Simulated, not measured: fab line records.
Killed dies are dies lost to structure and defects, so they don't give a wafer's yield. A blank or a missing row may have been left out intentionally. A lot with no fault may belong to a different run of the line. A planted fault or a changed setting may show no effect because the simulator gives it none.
fab line records	flow nand-harc
record: lots: 12	wafers: 36	last-day: 24
route steps=1159 shown A_CONTACT@872 END@1159
lots untouched by any fault: they come from a run of this same line in which no faults occurred
start-h: hours from the record's first day to the start of the lot's first wafer shown	wait-h: hours elapsed since this lot's preceding step	" same as the row above	L1.1+2: a row that stands for several wafers	- no value, or no start was given	* or withheld: withheld	< > ~ a bound
route shown NAME@n: names a module that has steps shown in the file, with the first one's number in the route	usual: mean/standard deviation taken from wafers without a fault	same: alike in all rows	chamber/n: place in a boat	sites: per-site readings	_std_site: how widely they spread, as a standard deviation	_edge_site: inner sites' mean taken away from outer sites' mean	radius-mm: how far each site lies from the wafer's centre	mask NAME#n: copy n	behind: the last tool/chamber to shape the wafer	hold: why the lot was held/for how many hours/how that ended	device: the transistor (n, p or np) that didn't switch	end of line: at the end of the route, the tests of the same wafers	where a step has no rows: the recipe by itself	killed: at the first sort, the dies lost to defects and structure; wafer yield is something else	map: a wafer's dies, x killed, . not, _ none there
set.NAME: the setting the step ran with; set.NAME@STEP: the setting that earlier step ran with	model.NAME: the simulator's own value behind a step, which no gauge read
a sample of lots followed through the steps of the route, with each step as a table and each wafer as a row
services: the hour from which a tool's chamber was out of use, counted from the record's first day as start-h (under 0 if before that day), plus the number of hours and why
== steps ==
step: NHARC_A_CONTACT_ETCH_121
recipe: source-w: withheld	pressure-mtorr: 20	bias-v: 3000	time-s: 94	target-depth-a: 9220	ar-flow-sccm: withheld	c4f8-flow-sccm: withheld	o2-flow-sccm: withheld	chemistry: C4F8/O2/Ar
lot.wafer	tool	chamber	start-h	wait-h	rf-hours-counter-h
L815.1	har-cap-etch-03	1	374.02	0.1	81
L815.3	"	1	"	"	-
L815.5	"	0	"	"	-
L817.2	har-cap-etch-02	0	374.43	0.1	10
L817.6	"	0	"	"	-
L817.5	"	1	"	"	-
L816.1	har-cap-etch-01	0	384.71	0.1	56
L816.4	"	1	"	"	-
L816.6	"	0	"	"	-
L818.4	har-cap-etch-03	0	397.20	0.1	-
L818.3	"	1	"	"	-
L818.6	"	1	"	"	-
L823.2	har-cap-etch-03	0	412.21	0.1	90
L823.3	"	0	"	"	-
L823.5	"	1	"	"	-
L830.2	har-cap-etch-01	1	456.27	0.1	67
L830.5	"	0	"	"	-
L830.6	"	1	"	"	-
L828.2	har-cap-etch-03	0	456.71	0.1	97
L828.1	"	1	"	"	97
L828.6	"	0	"	"	-
L832.1	har-cap-etch-02	0	468.13	0.1	28
L832.3	"	0	"	"	-
L832.4	"	1	"	"	-
L836.2	har-cap-etch-03	1	490.89	0.1	105
L836.3	"	0	"	"	-
L836.5	"	0	"	"	-
L837.1	har-cap-etch-01	0	494.94	0.1	75
L837.4	"	0	"	"	-
L837.3	"	1	"	"	-
L835.1	har-cap-etch-03	1	501.24	0.1	106
L835.4	"	1	"	"	-
L835.5	"	0	"	"	-
L838.2	har-cap-etch-02	0	503.26	0.1	35
L838.3	"	1	"	"	-
L838.6	"	1	"	"	-
step: NHARC_A_CONTACT_DEP_57
recipe: target-thk-a: 28000	temp-c: 400	material: aC
usual: susceptor-temp-C: 399.99/0.2	throttle-valve-pct: 35.001/0.0094
lot.wafer	tool	chamber	start-h	wait-h	susceptor-temp-C	throttle-valve-pct
L815.1	acl-dep-03	0	375.98	-	-	34.983
L815.3	"	0	"	"	-	34.993
L815.5	"	0	"	"	-	35.006
L817.2	acl-dep-03	0	377.95	-	399.69	35.008
L817.5	"	0	"	"	399.93	34.998
L817.6	"	0	"	"	400.33	34.999
L816.1	acl-dep-01	0	387.31	-	-	34.993
L816.4	"	0	"	"	-	34.983
L816.6	"	0	"	"	-	35.005
L818.3	acl-dep-03	0	403.00	-	400.05	34.996
L818.4	"	0	"	"	400.00	34.997
L818.6	"	0	"	"	399.86	35.011
L823.2	acl-dep-03	0	418.73	-	400.08	35.009
L823.3	"	0	"	"	400.03	35.019
L823.5	"	0	"	"	399.93	35.003
L830.2	acl-dep-02	0	460.88	-	400.03	35.015
L830.5	"	0	"	"	399.95	34.999
L830.6	"	0	"	"	400.08	34.995
L828.1	acl-dep-01	0	461.77	-	400.11	35.014
L828.2	"	0	"	"	399.90	34.985
L828.6	"	0	463.21	-	399.81	35.006
L832.1	acl-dep-02	0	470.28	-	399.76	34.985
L832.3	"	0	"	"	399.81	35.002
L832.4	"	0	"	"	400.24	34.993
L836.2	acl-dep-01	0	493.13	-	399.64	35.009
L836.3	"	0	"	"	400.01	34.992
L836.5	"	0	"	"	399.87	35.013
L837.1	acl-dep-01	0	498.02	-	399.97	35.009
L837.3	"	0	"	"	400.21	35.015
L837.4	"	0	"	"	400.48	35.004
L835.1	acl-dep-03	0	503.17	-	400.12	35.006
L835.4	"	0	"	"	399.66	35.000
L835.5	"	0	"	"	400.25	35.017
L838.2	acl-dep-01	0	505.52	-	399.79	35.011
L838.3	"	0	"	"	399.84	34.989
L838.6	"	0	"	"	399.94	35.015
step: NHARC_A_CONTACT_INSPECT_71
usual: raw-defect-count: 28/14
lot.wafer	tool	chamber	start-h	wait-h	raw-defect-count
L815.1	defect-inspect-01	-	378.47	0.0	16
L815.3	"	-	"	"	14
L815.5	"	-	"	"	14
L817.2	defect-inspect-01	-	380.25	0.0	6
L817.5	"	-	"	"	14
L817.6	"	-	"	"	11
L816.1	defect-inspect-01	-	389.87	0.0	28
L816.4	"	-	"	"	33
L816.6	"	-	"	"	33
L818.3	defect-inspect-02	-	404.93	0.0	443
L818.4	"	-	"	"	471
L818.6	"	-	"	"	480
L823.2	defect-inspect-02	-	420.94	0.0	407
L823.3	"	-	"	"	468
L823.5	"	-	"	"	466
L830.2	defect-inspect-02	-	463.08	0.0	10
L830.5	"	-	"	"	14
L830.6	"	-	"	"	15
L828.1	defect-inspect-01	-	464.36	0.0	33
L828.2	"	-	"	"	42
L828.6	"	-	"	"	29
L832.1	defect-inspect-02	-	472.88	0.0	12
L832.3	"	-	"	"	9
L832.4	"	-	"	"	12
L836.2	defect-inspect-01	-	495.44	0.0	32
L836.3	"	-	"	"	30
L836.5	"	-	"	"	34
L837.1	defect-inspect-01	-	500.61	0.0	31
L837.3	"	-	"	"	33
L837.4	"	-	"	"	35
L835.1	defect-inspect-01	-	505.77	0.0	39
L835.4	"	-	"	"	44
L835.5	"	-	"	"	40
L838.2	defect-inspect-01	-	507.84	0.0	30
L838.3	"	-	"	"	48
L838.6	"	-	"	"	40
step: NHARC_A_CONTACT_ETCH_125
recipe: source-w: withheld	pressure-mtorr: 20	bias-v: 1200	time-s: 155	target-depth-a: 9560	ar-flow-sccm: withheld	c4f8-flow-sccm: withheld	o2-flow-sccm: withheld	chemistry: C4F8/O2/Ar
lot.wafer	tool	chamber	start-h	wait-h	rf-hours-counter-h
L817.2	har-cap-etch-03	1	381.86	0.2	82
L817.6	"	0	"	"	-
L817.5	"	1	"	"	-
L815.1	har-cap-etch-02	0	382.76	0.2	10
L815.3	"	1	"	"	-
L815.5	"	0	"	"	-
L816.1	har-cap-etch-03	0	391.60	0.2	84
L816.4	"	1	"	"	-
L816.6	"	0	"	"	-
L818.3	har-cap-etch-01	1	406.39	0.1	-
L818.4	"	0	"	"	-
L818.6	"	1	"	"	-
L823.2	har-cap-etch-03	1	422.38	0.2	91
L823.3	"	0	"	"	-
L823.5	"	0	"	"	-
L830.2	har-cap-etch-03	1	465.10	0.2	98
L830.5	"	1	"	"	-
L830.6	"	0	"	"	-
L828.2	har-cap-etch-01	1	466.44	0.2	70
L828.1	"	0	"	"	70
L828.6	"	1	"	"	-
L832.1	har-cap-etch-02	0	474.38	0.2	30
L832.4	"	1	"	"	-
L832.3	"	0	"	"	-
L836.2	har-cap-etch-02	1	496.85	0.2	33
L836.3	"	1	"	"	-
L836.5	"	1	"	"	-
L837.1	har-cap-etch-01	1	502.09	0.2	75
L837.4	"	0	"	"	-
L837.3	"	1	"	"	-
L835.1	har-cap-etch-01	0	507.25	0.2	76
L835.4	"	1	"	"	-
L835.5	"	0	"	"	-
L838.2	har-cap-etch-03	0	510.78	0.2	107
L838.3	"	1	"	"	-
L838.6	"	0	"	"	-
step: NHARC_A_CONTACT_ETCH_127
recipe: source-w: withheld	pressure-mtorr: 20	bias-v: 1200	time-s: 155	target-depth-a: 9560	ar-flow-sccm: withheld	c4f8-flow-sccm: withheld	o2-flow-sccm: withheld	chemistry: C4F8/O2/Ar
lot.wafer	tool	chamber	start-h	wait-h	rf-hours-counter-h
L817.2	har-cap-etch-03	1	382.15	0.1	82
L817.6	"	0	"	"	-
L817.5	"	1	"	"	-
L815.1	har-cap-etch-02	0	383.14	0.2	11
L815.3	"	1	"	"	-
L815.5	"	0	"	"	-
L816.1	har-cap-etch-03	0	391.88	0.1	85
L816.4	"	1	"	"	-
L816.6	"	0	"	"	-
L818.3	har-cap-etch-01	1	406.67	0.1	-
L818.4	"	0	"	"	-
L818.6	"	1	"	"	-
L823.2	har-cap-etch-03	1	422.66	0.1	91
L823.3	"	0	"	"	-
L823.5	"	0	"	"	-
L830.2	har-cap-etch-03	1	465.38	0.1	99
L830.5	"	1	"	"	-
L830.6	"	0	"	"	-
L828.2	har-cap-etch-01	1	466.72	0.1	70
L828.1	"	0	"	"	70
L828.6	"	1	"	"	-
L832.1	har-cap-etch-02	0	474.66	0.1	31
L832.4	"	1	"	"	-
L832.3	"	0	"	"	-
L836.2	har-cap-etch-02	1	497.13	0.1	33
L836.3	"	1	"	"	-
L836.5	"	1	"	"	-
L837.1	har-cap-etch-01	1	502.47	0.2	75
L837.4	"	0	"	"	-
L837.3	"	1	"	"	-
L835.1	har-cap-etch-01	0	507.53	0.1	77
L835.4	"	1	"	"	-
L835.5	"	0	"	"	-
L838.2	har-cap-etch-03	0	511.06	0.1	107
L838.3	"	1	"	"	-
L838.6	"	0	"	"	-
step: NHARC_END_SORT_01
recipe: temp-c: 25
usual: killed-at-array: 29/11	killed-at-other: 0.5/0.89	killed-at-periphery: 3.3/2	killed-dies: 32/11	killed-open: 3.1/1.9	killed-short: 2.3/1.6
same: gross-dies: 677
lot.wafer	tool	chamber	start-h	wait-h	killed-at-array	killed-at-other	killed-at-periphery	killed-dies	killed-open	killed-short
L818.3	prober-01	0	467.16	3.1	74	0	3	77	4	2
L818.4	prober-01	0	467.95	3.4	65	0	6	71	2	2
L818.6	prober-01	0	469.54	4.0	72	0	3	75	0	2
L823.2	prober-02	0	487.02	2.8	75	1	1	77	2	4
L823.3	prober-02	0	487.82	3.1	69	2	1	72	2	2
L823.5	prober-02	0	489.42	3.7	75	0	2	77	4	2
L830.2	prober-02	0	530.77	2.8	19	0	4	23	4	1
L830.5	prober-02	0	533.15	3.7	24	0	1	25	2	2
L830.6	prober-02	0	533.95	4.0	24	0	3	27	2	1
L832.3	prober-01	0	555.88	3.1	16	0	9	25	3	4
killed by level:class
L818.3 A_CONTACT:unspecified=43 A_CHANNEL_HOLE_D1:chamber-film-flake=13 A_CONTACT:chamber-film-flake=7 A_ONON_D1:geometric-particle:short=2 A_M0:geometric-particle:open=2 A_STAIRCASE:chamber-film-flake=2 P_GATE:geometric-particle:open=1 A_WL_FILL:geometric-particle:open=1
L818.4 A_CONTACT:unspecified=41 A_CHANNEL_HOLE_D1:chamber-film-flake=13 A_CONTACT:chamber-film-flake=7 P_GATE:chamber-film-flake=3 A_CONTACT:geometric-particle:short=2 P_CONTACT:geometric-particle:open=1 P_M0:geometric-particle:open=1 P_CONTACT:chamber-film-flake=1
L818.6 A_CONTACT:unspecified=44 A_CHANNEL_HOLE_D1:chamber-film-flake=13 A_CONTACT:chamber-film-flake=10 P_CONTACT:chamber-film-flake=2 A_STAIRCASE:chamber-film-flake=2 A_CHANNEL_FILL_D1:geometric-particle:short=1 A_CONTACT:geometric-particle:short=1 P_GATE:chamber-film-flake=1
L823.2 A_CONTACT:unspecified=48 A_CHANNEL_HOLE_D1:chamber-film-flake=16 A_CONTACT:chamber-film-flake=3 A_CONTACT:geometric-particle:short=2 A_WL_FILL:chamber-film-flake=2 A_SOURCE_PLATE:geometric-particle:short=1 A_SOURCE_PLATE:geometric-particle:open=1 A_ONON_D1:geometric-particle:short=1
L823.3 A_CONTACT:unspecified=40 A_CHANNEL_HOLE_D1:chamber-film-flake=18 A_WL_FILL:chamber-film-flake=3 A_CONTACT:chamber-film-flake=3 A_WL_FILL:geometric-particle:short=2 A_STAIRCASE:chamber-film-flake=2 THIN_TSV:chamber-film-flake=2 P_M0:geometric-particle:open=1
L823.5 A_CONTACT:unspecified=43 A_CHANNEL_HOLE_D1:chamber-film-flake=22 A_CONTACT:chamber-film-flake=3 A_CONTACT:geometric-particle:open=2 A_WL_FILL:chamber-film-flake=2 P_STI:geometric-particle:open=1 P_M2:geometric-particle:open=1 A_ONON_D1:geometric-particle:short=1
L830.2 A_CONTACT:chamber-film-flake=7 A_CHANNEL_HOLE_D1:chamber-film-flake=6 A_CHANNEL_FILL_D1:geometric-particle:open=2 P_CONTACT:geometric-particle:open=1 P_M0:geometric-particle:open=1 A_CHANNEL_FILL_D1:geometric-particle:short=1 P_STI:chamber-film-flake=1 P_M1:chamber-film-flake=1
L830.5 A_CONTACT:chamber-film-flake=7 A_CHANNEL_HOLE_D1:chamber-film-flake=6 A_STAIRCASE:chamber-film-flake=4 A_BLC:chamber-film-flake=3 P_M1:geometric-particle:short=1 A_CHANNEL_FILL_D1:geometric-particle:short=1 A_CONTACT:geometric-particle:open=1 A_M0:geometric-particle:open=1
L830.6 A_CHANNEL_HOLE_D1:chamber-film-flake=7 A_CONTACT:chamber-film-flake=6 A_STAIRCASE:chamber-film-flake=4 A_BLC:chamber-film-flake=4 P_M1:chamber-film-flake=2 P_M0:geometric-particle:open=1 A_WL_FILL:geometric-particle:short=1 A_CONTACT:geometric-particle:open=1
L832.3 A_CHANNEL_HOLE_D1:chamber-film-flake=6 P_ZERO_WELL:chamber-film-flake=4 A_WL_FILL:geometric-particle:short=3 A_M1:chamber-film-flake=3 A_CONTACT:geometric-particle:open=2 P_STI:chamber-film-flake=2 P_GATE:chamber-film-flake=2 P_M0:geometric-particle:short=1
== services ==
tool	chamber	start-h	hours	kind
acl-dep-02	-	352.91	13.0	pm
acl-dep-03	-	405.44	13.0	pm
acl-dep-01	-	478.87	13.0	pm
== key ==
first-sign: step: NHARC_A_CONTACT_INSPECT_71	reading: raw-defect-count	direction: up	sigmas: 30	usual: 28	struck: 456
effect: step: NHARC_END_SORT_01	reading: killed-at-array	direction: up	sigmas: 3.9	usual: 29	struck: 72
more-kills-born-at: NHARC_A_CONTACT_DEP_57@acl-dep-03: 259
met-at NHARC_A_CONTACT_DEP_57
struck-lots L818,L823
tester-left-out L818,L823
not-acting-at NHARC_A_CONTACT_ETCH_121,NHARC_A_CONTACT_ETCH_125,NHARC_A_CONTACT_ETCH_127
onset-between 377.95 403.00
fault: kind: chamber-particle-source	tool: acl-dep-03	chamber: -	onset-h: 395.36	steps: NHARC_A_CONTACT_DEP_57	rate-per-visit-cm2: 0.67499	end-h: 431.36
tester-left-out: of these lots the tester's yield and bins aren't shown, on N5 and GAA mostly nor the transistor test; their killed dies are dies lost to structure and defects alone, not to doping, threshold or leakage, so they don't give the yield
